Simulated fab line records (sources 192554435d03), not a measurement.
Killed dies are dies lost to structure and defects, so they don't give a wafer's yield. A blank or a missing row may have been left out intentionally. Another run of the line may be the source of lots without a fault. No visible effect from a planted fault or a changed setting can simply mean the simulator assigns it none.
Matching of chambers	flow n5-finfet	N5_FIN_SAQP_MANDREL2_REMOVE_60 on rie-si-02 has 4 sister chambers
The step chemistry HBr/Cl2/O2, target a-Si, stops on SiNx, bt time 10 s. 4 wafers are shown with their chamber, then 9 later ones without.

== WAFERS WITH THEIR CHAMBER ==
wafer	chamber	oes-product-au (a.u.)
L084.6	0	1.002
L090.1	1	0.971
L090.2	2	0.993
L090.4	3	1.032

== WAFERS MISSING THEIR CHAMBER ==
wafer	oes-product-au (a.u.)
L092.1	1.042
L092.3	1.001
L092.4	0.986
L093.1	0.978
L093.2	1.030
L093.5	1.006
L095.4	1.034
L095.5	0.993
L095.6	1.023

== CHAMBER TAKEN BY EACH ==
wafer	from the rows above	in truth
L092.1	3	3
L092.3	can't be placed: 0 or 2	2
L092.4	can't be placed: 2 or 1 or 0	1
L093.1	can't be placed: 1 or 2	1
L093.2	3	3
L093.5	can't be placed: 0 or 2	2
L095.4	3	3
L095.5	can't be placed: 2 or 0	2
L095.6	3	3
4 of 9 placed correctly. Cannot be placed on the basis of these rows: 5; the candidates contain the true chamber in 5. Wrongly placed: 0.
How it was worked out, from the rows above alone: a wafer's distance from a chamber is the root of the sum, over the readings, of the square of ((its reading less the chamber's mean) divided by the reading's scatter). If the next closest chamber is less than 2 further off than the closest, the wafer can't be placed; otherwise it belongs to the closest. A chamber's mean is the mean of its shown wafers. The scatter: with one shown wafer a chamber, the root of the mean of the squares of how far each hidden wafer lies from its nearest shown one.
